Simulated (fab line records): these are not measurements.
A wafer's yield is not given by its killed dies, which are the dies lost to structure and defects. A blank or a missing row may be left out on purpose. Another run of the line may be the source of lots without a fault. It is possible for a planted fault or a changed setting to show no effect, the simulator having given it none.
fab line records ; flow nandHarc
[record] lots = 11; wafers = 33; lastDay = 33
route steps=1302 shown A_STAIRCASE@717 END@1302
lots untouched by any fault: they come from a run of this same line in which no faults occurred
startH: hours from the record's first day to the start of the lot's first wafer shown ; waitH: hours since the lot's step before ; " as in the row above ; L1.1+2: several wafers, shown together as one row ; - no value present, or no start provided ; * or withheld: withheld ; < > ~ a bound
route shown NAME@n: names a module that has steps shown in the file, with the first one's number in the route ; usual: average and standard deviation across the fault-free wafers ; same: alike in all rows ; chamber/n: place in a boat ; sites: per-site readings ; _std_site: the standard deviation of these ; _edge_site: outer sites' mean less inner sites' ; radiusMm: for every site, how far away it sits from the centre of the wafer ; mask NAME#n: copy n ; behind: the most recent tool/chamber to have shaped the wafer ; hold: the reason the lot was held/the length of the hold in hours/how it ended ; device: names the non-switching transistor (n, p or np) ; end of line: at the end of the route, the tests of the same wafers ; a step given without rows: its recipe and nothing more ; killed: dies that structure and defects cost at the first sort, which is not the same as the wafer's yield ; map: per-die view of a wafer (x killed, . not killed, _ where there is no die)
set.NAME: the run value of the setting; set.NAME@STEP: its run value at that earlier step ; model.NAME: the simulator's own value behind a step, which no gauge read
the route's steps for a sample of lots (tables are steps, rows are wafers)
services: a tool's chamber out of use, with start hour (startH, from the record's first day; less than 0 if before it), hours out, and reason
[[steps]]
[step NHARC_A_STAIRCASE_ETCH_203]
[recipe] targetDepthA = 1000; timeS = 40.5; ionEnergyEv = 400; c4f8FlowSccm = 20; o2FlowSccm = 10; arFlowSccm = withheld; rfW = 600; biasW = 1000; chemistry = C4F8/O2
[usual] chamberPressureMTorr = 25.000/0.024; oesProductAu = 0.945/0.013; rfVppV = 898/5.1; runLengthS = 61.8/0.37
lot.wafer;tool;chamber;startH;waitH;chamberPressureMTorr;oesProductAu;rfHoursCounterH;rfVppV;runLengthS
L526.2;rieDiel-01;3;-;-;25.000;0.951;51;898;61.9
L526.6;rieDiel-01;0;-;-;24.953;0.974;-;892;61.7
L526.5;rieDiel-01;1;-;-;25.012;0.952;-;887;61.6
L528.3;rieDiel-04;1;-;-;24.995;0.953;9;902;61.8
L528.5;rieDiel-04;2;-;-;25.007;0.940;-;899;61.2
L528.6;rieDiel-04;3;-;-;24.996;0.959;-;897;61.9
L529.4;rieDiel-01;0;-;-;24.974;0.959;9;891;62.0
L529.6;rieDiel-01;2;-;-;25.017;0.940;-;896;61.4
L529.5;rieDiel-01;3;-;-;25.011;0.944;-;896;62.2
L531.4;rieDiel-07;1;-;-;24.998;0.959;42;905;62.7
L531.1;rieDiel-07;3;-;-;24.990;0.935;46;903;61.7
L531.5;rieDiel-07;1;-;-;25.001;0.969;-;905;62.5
L532.2;rieDiel-01;2;-;-;24.992;0.954;17;897;61.8
L532.1;rieDiel-01;0;-;-;24.975;0.951;14;892;61.9
L532.3;rieDiel-01;1;-;-;25.054;0.953;16;887;61.3
L534.2;rieDiel-04;1;-;-;25.049;0.957;35;902;62.0
L534.1;rieDiel-04;2;-;-;24.986;0.943;37;898;61.5
L534.5;rieDiel-04;1;-;-;25.029;0.942;-;902;62.0
L542.2;rieDiel-01;1;-;-;24.994;0.946;50;887;61.7
L542.3;rieDiel-01;2;-;-;24.989;0.940;53;895;61.7
L542.1;rieDiel-01;3;-;-;24.948;0.952;54;895;61.5
L541.1;rieDiel-04;1;-;-;25.034;0.939;5;902;61.8
L541.4;rieDiel-04;1;-;-;24.970;0.932;-;904;62.4
L541.5;rieDiel-04;2;-;-;25.000;0.936;-;897;61.1
L544.3;rieDiel-04;2;-;-;25.014;0.924;9;897;61.1
L544.6;rieDiel-04;2;-;-;25.014;0.935;-;897;61.3
L544.5;rieDiel-04;3;-;-;24.970;0.946;-;896;61.8
L546.2;rieDiel-01;3;-;-;24.998;0.962;4;896;62.4
L546.1;rieDiel-01;1;-;-;25.015;0.924;10;906;61.3
L546.5;rieDiel-01;1;-;-;24.989;0.941;-;907;61.9
L547.2;rieDiel-04;1;-;-;25.006;0.928;20;902;61.8
L547.1;rieDiel-04;0;-;-;25.024;0.945;7;903;61.5
L547.6;rieDiel-04;0;-;-;25.008;0.941;-;904;61.5
[step NHARC_A_STAIRCASE_TRIM_224]
[recipe] timeS = 211.2; o2FlowSccm = 500; arFlowSccm = 0; biasW = 0; chemistry = O2
[usual] chamberPressureMTorr = 60.00/0.056; drypumpMotorCurrentA = 5.7/0.32; oesProductAu = 1.001/0.011; rfVppV = 57.8/0.91; showerheadPlenumPTorr = 3.57/0.13; throttleValvePct = 17.037/0.0089
lot.wafer;tool;chamber;startH;waitH;chamberPressureMTorr;drypumpMotorCurrentA;oesProductAu;rfHoursCounterH;rfVppV;showerheadPlenumPTorr;throttleValvePct
L526.2;rieDiel-04;0;-;-;60.07;5.8;0.998;2;57.3;3.74;17.033
L526.6;rieDiel-04;0;-;-;60.06;5.8;0.992;-;58.8;3.74;17.019
L526.5;rieDiel-04;1;-;-;60.03;5.5;1.007;-;59.5;3.71;17.031
L528.3;rieDiel-01;2;-;-;59.99;5.7;0.989;2;56.9;3.54;17.048
L528.5;rieDiel-01;1;-;-;59.99;6.3;1.006;-;56.6;3.30;17.025
L528.6;rieDiel-01;2;-;-;59.91;5.7;0.997;-;58.3;3.54;17.037
L529.4;rieDiel-07;3;-;-;59.96;5.4;0.984;43;57.7;3.75;17.048
L529.6;rieDiel-07;1;-;-;59.97;5.9;1.005;-;59.5;3.75;17.047
L529.5;rieDiel-07;2;-;-;60.03;5.2;1.003;-;58.8;3.40;17.022
L531.4;rieDiel-04;3;-;-;60.07;5.7;0.991;25;58.4;3.58;17.041
L531.1;rieDiel-04;0;-;-;59.99;5.8;0.993;22;57.3;3.73;17.039
L531.5;rieDiel-04;3;-;-;59.94;5.6;1.003;-;58.4;3.58;17.020
L532.2;rieDiel-04;0;-;-;59.94;5.8;0.990;23;58.8;3.73;17.058
L532.1;rieDiel-04;1;-;-;60.01;5.4;0.993;23;59.6;3.70;17.025
L532.3;rieDiel-04;2;-;-;60.03;5.7;0.984;25;58.1;3.57;17.051
L534.1;rieDiel-04;1;-;-;60.05;5.5;1.007;36;59.1;3.69;17.039
L534.2;rieDiel-04;3;-;-;59.94;5.7;0.999;36;58.2;3.57;17.050
L534.5;rieDiel-04;2;-;-;59.97;5.6;0.994;-;57.1;3.56;17.037
L542.3;rieDiel-01;0;-;-;59.97;5.8;1.016;51;59.2;3.40;17.027
L542.2;rieDiel-01;1;-;-;59.96;6.3;1.012;50;56.0;3.27;17.045
L542.1;rieDiel-01;2;-;-;60.14;5.7;0.996;54;57.0;3.51;17.044
L541.1;rieDiel-04;1;-;-;59.97;5.5;0.982;5;56.9;3.68;17.038
L541.5;rieDiel-04;3;-;-;60.01;5.6;1.009;-;57.1;3.56;17.021
L541.4;rieDiel-04;2;-;-;60.09;5.7;0.990;-;58.3;3.55;17.029
L544.3;rieDiel-04;1;-;-;60.11;5.4;0.985;-;58.1;3.68;17.039
L544.6;rieDiel-04;1;-;-;59.94;5.4;0.993;-;58.2;3.68;17.033
L544.5;rieDiel-04;3;-;-;60.03;5.6;1.006;-;58.3;3.56;17.043
L546.1;rieDiel-04;2;-;-;59.96;5.7;0.989;17;57.2;3.54;17.036
L546.2;rieDiel-04;0;-;-;59.87;5.8;1.003;8;58.6;3.71;17.033
L546.5;rieDiel-04;0;-;-;60.00;5.8;1.001;-;57.8;3.71;17.039
L547.2;rieDiel-07;0;-;-;60.05;5.2;1.002;34;58.8;3.60;17.035
L547.1;rieDiel-07;2;-;-;59.96;5.2;0.993;37;55.9;3.37;17.032
L547.6;rieDiel-07;0;-;-;60.01;5.2;1.000;-;57.5;3.60;17.045
[step NHARC_A_STAIRCASE_TRIM_233]
[recipe] timeS = 211.2; o2FlowSccm = 500; arFlowSccm = 0; biasW = 0; chemistry = O2
[usual] chamberPressureMTorr = 60.00/0.059; drypumpMotorCurrentA = 5.7/0.33; oesProductAu = 1.001/0.01; rfVppV = 57.9/0.87; showerheadPlenumPTorr = 3.57/0.14; throttleValvePct = 17.036/0.0078
lot.wafer;tool;chamber;startH;waitH;chamberPressureMTorr;drypumpMotorCurrentA;oesProductAu;rfHoursCounterH;rfVppV;showerheadPlenumPTorr;throttleValvePct
L526.2;rieDiel-01;0;-;-;60.19;5.7;1.015;53;57.8;3.43;17.032
L526.5;rieDiel-01;1;-;-;60.00;6.3;1.015;-;57.6;3.30;17.026
L526.6;rieDiel-01;2;-;-;59.94;5.7;0.996;-;58.2;3.54;17.029
L528.3;rieDiel-01;1;-;-;59.89;6.2;1.006;3;56.7;3.30;17.046
L528.6;rieDiel-01;3;-;-;60.08;6.3;1.013;-;56.6;3.53;17.025
L528.5;rieDiel-01;0;-;-;59.96;5.7;1.016;-;56.9;3.42;17.032
L529.4;rieDiel-04;0;-;-;60.08;5.8;1.010;17;57.7;3.73;17.035
L529.6;rieDiel-04;1;-;-;60.02;5.5;1.008;-;59.1;3.70;17.035
L529.5;rieDiel-04;2;-;-;59.92;5.6;0.997;-;56.6;3.57;17.051
L531.4;rieDiel-04;2;-;-;60.02;5.6;0.990;26;58.2;3.57;17.034
L531.1;rieDiel-04;1;-;-;59.99;5.5;1.005;24;58.7;3.70;17.010
L531.5;rieDiel-04;3;-;-;60.08;5.6;0.999;-;59.1;3.58;17.047
L532.3;rieDiel-04;0;-;-;59.88;5.8;1.000;24;58.3;3.73;17.044
L532.2;rieDiel-04;2;-;-;59.95;5.6;0.984;27;56.0;3.57;17.048
L532.1;rieDiel-04;3;-;-;60.01;5.6;1.007;27;59.2;3.58;17.038
L534.1;rieDiel-04;3;-;-;60.01;5.6;0.998;37;57.6;3.57;17.029
L534.2;rieDiel-04;0;-;-;60.08;5.8;0.993;34;58.1;3.72;17.043
L534.5;rieDiel-04;3;-;-;59.99;5.6;1.010;-;58.2;3.57;17.030
L542.1;rieDiel-01;0;-;-;60.04;5.7;1.024;51;57.8;3.40;17.033
L542.3;rieDiel-01;1;-;-;60.03;6.3;1.007;51;56.3;3.27;17.027
L542.2;rieDiel-01;3;-;-;59.98;6.3;1.014;55;56.9;3.50;17.035
L541.1;rieDiel-04;1;-;-;60.00;5.4;0.988;6;59.2;3.68;17.049
L541.5;rieDiel-04;3;-;-;59.94;5.6;1.018;-;58.3;3.56;17.038
L541.4;rieDiel-04;2;-;-;60.05;5.7;0.989;-;56.7;3.55;17.042
L544.3;rieDiel-04;1;-;-;60.03;5.5;0.987;-;57.3;3.68;17.042
L544.5;rieDiel-04;3;-;-;60.03;5.6;1.000;-;57.6;3.55;17.035
L544.6;rieDiel-04;1;-;-;59.98;5.4;1.005;-;59.0;3.68;17.046
L546.2;rieDiel-07;1;-;-;59.96;5.9;1.009;34;57.8;3.73;17.052
L546.1;rieDiel-07;2;-;-;59.96;5.1;0.996;38;58.2;3.37;17.023
L546.5;rieDiel-07;0;-;-;60.02;5.2;1.003;-;59.3;3.60;17.032
L547.1;rieDiel-04;1;-;-;60.02;5.5;0.988;22;58.8;3.67;17.044
L547.2;rieDiel-04;2;-;-;60.07;5.7;0.995;19;57.2;3.54;17.032
L547.6;rieDiel-04;0;-;-;60.13;5.8;0.997;-;58.6;3.71;17.036
[step NHARC_A_STAIRCASE_ETCH_236]
[recipe] targetDepthA = 1000; timeS = 40.5; ionEnergyEv = 400; c4f8FlowSccm = 20; o2FlowSccm = 10; arFlowSccm = withheld; rfW = 600; biasW = 1000; chemistry = C4F8/O2
[usual] chamberPressureMTorr = 25.002/0.025; oesProductAu = 0.943/0.011; rfVppV = 897/5; runLengthS = 61.8/0.36
lot.wafer;tool;chamber;startH;waitH;chamberPressureMTorr;oesProductAu;rfHoursCounterH;rfVppV;runLengthS
L526.2;rieDiel-01;2;374.73;-;25.011;0.935;48;898;61.4
L526.5;rieDiel-01;2;374.73;-;24.974;0.944;-;897;61.5
L526.6;rieDiel-01;3;374.73;-;24.982;0.955;-;897;61.6
L528.3;rieDiel-01;0;401.37;-;24.950;0.952;3;893;62.2
L528.6;rieDiel-01;0;401.37;-;24.966;0.943;-;893;61.6
L528.5;rieDiel-01;1;401.37;-;25.039;0.944;-;888;61.6
L529.4;rieDiel-04;0;424.40;-;24.976;0.932;18;903;61.7
L529.5;rieDiel-04;3;424.40;-;25.000;0.956;-;898;61.8
L529.6;rieDiel-04;0;424.40;-;25.004;0.944;-;903;61.8
L531.4;rieDiel-04;0;449.32;-;25.021;0.934;24;904;61.4
L531.1;rieDiel-04;1;449.32;-;25.004;0.935;24;902;62.1
L531.5;rieDiel-04;3;449.32;-;25.016;0.941;-;897;61.9
L532.2;rieDiel-04;2;449.84;-;25.033;0.937;27;897;61.1
L532.1;rieDiel-04;3;449.84;-;24.942;0.945;27;899;61.9
L532.3;rieDiel-04;1;449.84;-;25.004;0.949;24;903;61.8
L534.2;rieDiel-04;0;476.67;-;25.055;0.946;34;902;45.0
L534.1;rieDiel-04;3;476.67;-;24.980;0.952;37;896;62.2
L534.5;rieDiel-04;0;476.67;-;25.036;0.947;-;901;45.0
L542.2;rieDiel-01;2;551.69;-;24.969;0.944;55;895;62.2
L542.3;rieDiel-01;3;551.69;-;24.966;0.945;55;897;61.5
L542.1;rieDiel-01;1;551.69;-;25.005;0.939;51;886;61.6
L541.1;rieDiel-04;2;553.29;-;25.032;0.929;7;897;61.2
L541.4;rieDiel-04;3;553.29;-;25.042;0.934;-;898;61.9
L541.5;rieDiel-04;1;553.29;-;25.030;0.924;-;901;61.8
L544.3;rieDiel-04;1;564.34;-;25.008;0.925;-;901;61.9
L544.5;rieDiel-04;3;564.34;-;25.056;0.948;-;897;62.0
L544.6;rieDiel-04;1;564.34;-;25.013;0.922;-;900;62.3
L546.1;rieDiel-07;1;589.65;-;24.956;0.957;34;903;62.4
L546.2;rieDiel-07;3;589.65;-;25.017;0.927;39;902;61.9
L546.5;rieDiel-07;1;589.65;-;25.006;0.944;-;904;62.1
L547.2;rieDiel-04;2;591.81;-;24.962;0.917;19;897;61.4
L547.1;rieDiel-04;0;591.81;-;25.055;0.949;10;903;61.4
L547.6;rieDiel-04;2;591.81;-;25.010;0.931;-;897;61.1
[step NHARC_END_SORT_01]
[recipe] tempC = 25
[usual] killedAtArray = 57/20; killedAtOther = 1.0/1.5; killedAtPeriphery = 3.5/2.5; killedDies = 62/21; killedOpen = 3.5/1.9; killedShort = 2.4/1.6
[same] grossDies = 677
lot.wafer;tool;chamber;startH;waitH;killedAtArray;killedAtOther;killedAtPeriphery;killedDies;killedOpen;killedShort
L526.2;prober-01;0;576.29;2.9;27;0;1;28;4;3
L526.5;prober-01;0;578.73;3.8;26;0;3;29;4;3
L526.6;prober-01;0;579.54;4.1;15;0;1;16;5;0
L534.1;prober-01;0;667.09;2.5;39;2;3;44;4;2
L534.2;prober-01;0;667.89;2.8;675;0;2;677;3;1
L534.5;prober-01;0;670.30;3.7;672;1;4;677;6;3
// killed by level:class
L526.2 A_CHANNEL_HOLE_D2:chamberFilmFlake=8 A_CHANNEL_HOLE_D1:chamberFilmFlake=4 A_STAIRCASE:chamberFilmFlake=3 A_BLC:geometricParticle:open=2 A_SGD_CUT:chamberFilmFlake=2 A_CONTACT:chamberFilmFlake=2 A_DECK1_JOINT:geometricParticle:short=1 A_ONON_D2:geometricParticle:short=1
L526.5 A_CHANNEL_HOLE_D2:chamberFilmFlake=9 A_STAIRCASE:chamberFilmFlake=3 P_ZERO_WELL:chamberFilmFlake=2 A_CHANNEL_HOLE_D1:chamberFilmFlake=2 A_SGD_CUT:chamberFilmFlake=2 A_CONTACT:chamberFilmFlake=2 P_M1:geometricParticle:open=1 A_ONON_D1:geometricParticle:short=1
L526.6 A_CHANNEL_HOLE_D2:chamberFilmFlake=5 A_CONTACT:chamberFilmFlake=3 A_M0:geometricParticle:open=2 P_M1:geometricParticle:open=1 A_ONON_D1:geometricParticle:open=1 A_ONON_D2:geometricParticle:open=1 A_ZERO_WELL:chamberFilmFlake=1 A_STAIRCASE:chamberFilmFlake=1
L534.1 A_SLIT:chamberFilmFlake=19 A_CHANNEL_HOLE_D1:chamberFilmFlake=7 A_CONTACT:chamberFilmFlake=3 A_STAIRCASE:chamberFilmFlake=2 THIN_TSV:chamberFilmFlake=2 P_CONTACT:geometricParticle:short=1 P_CONTACT:geometricParticle:open=1 P_M0:geometricParticle:open=1
L534.2 A_STAIRCASE:areaEtch=623 A_SLIT:chamberFilmFlake=29 A_CHANNEL_HOLE_D1:chamberFilmFlake=6 A_CONTACT:chamberFilmFlake=4 A_CHANNEL_FILL_D2:chamberFilmFlake=3 A_STAIRCASE:chamberFilmFlake=3 A_DECK1_JOINT:chamberFilmFlake=2 A_CHANNEL_HOLE_D2:chamberFilmFlake=2
L534.5 A_STAIRCASE:areaEtch=627 A_SLIT:chamberFilmFlake=28 A_CHANNEL_HOLE_D1:chamberFilmFlake=4 P_CONTACT:geometricParticle:open=2 A_CHANNEL_HOLE_D2:chamberFilmFlake=2 A_M0:chamberFilmFlake=2 P_M0:geometricParticle:open=1 P_M0:geometricParticle:short=1
[[services]]
tool;chamber;startH;hours;kind
rieDiel-04;-;354.90;9.0;pm
rieDiel-04;0;354.90;9.0;ventCycle
rieDiel-04;1;354.90;9.0;ventCycle
rieDiel-04;2;354.90;9.0;ventCycle
rieDiel-04;3;354.90;9.0;ventCycle
rieDiel-07;1;359.86;2.9;repair
rieDiel-04;0;363.90;-;clean
rieDiel-04;1;363.90;-;clean
rieDiel-04;2;363.90;-;clean
rieDiel-04;3;363.90;-;clean
rieDiel-04;3;363.90;-;consumableReplace:esc
rieDiel-01;1;366.50;3.8;repair
rieDiel-01;3;378.09;9.6;repair
rieDiel-01;-;380.80;9.0;pm
rieDiel-04;0;388.40;-;clean
rieDiel-04;1;388.40;-;clean
rieDiel-07;0;393.62;9.9;repair
rieDiel-07;0;403.85;8.8;repair
rieDiel-07;-;471.20;9.0;pm
rieDiel-04;-;532.93;9.0;pm
rieDiel-07;1;554.62;4.5;repair
rieDiel-07;0;555.62;7.3;repair
rieDiel-01;2;581.64;14.5;repair
rieDiel-04;3;582.21;24.3;repair
[[key]]
[firstSign] step = NHARC_A_STAIRCASE_ETCH_236; reading = runLengthS; direction = down; sigmas = 46; usual = *; struck = *
[effect] step = NHARC_END_SORT_01; reading = killedAtArray; direction = up; sigmas = 30; usual = 57; struck = 674
[moreKillsBornAt] NHARC_A_STAIRCASE_ETCH_236@rieDiel-04 = 1250
metAt NHARC_A_STAIRCASE_ETCH_236
struckLots L534
struckWafers L534.2,L534.5
laterRowsLeftOut L534.2,L534.5
testerLeftOut L534
notActingAt NHARC_A_STAIRCASE_ETCH_203,NHARC_A_STAIRCASE_TRIM_224,NHARC_A_STAIRCASE_TRIM_233
onsetBetween 449.32 476.67
[fault] kind = processParameterDrift; tool = rieDiel-04; chamber = 0; onsetH = 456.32; steps = NHARC_A_STAIRCASE_ETCH_236; channel = timeS; offset = *; shape = step; endH = 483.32; actsIn = *; stated = *
// testerLeftOut: of these lots the tester's yield and bins aren't shown, on N5 and GAA mostly nor the transistor test; their killed dies are dies lost to structure and defects alone, not to doping, threshold or leakage, so they don't give the yield
// laterRowsLeftOut: the simulator's readings of these wafers behind a module that went badly wrong aren't trusted and aren't shown, but for the sort
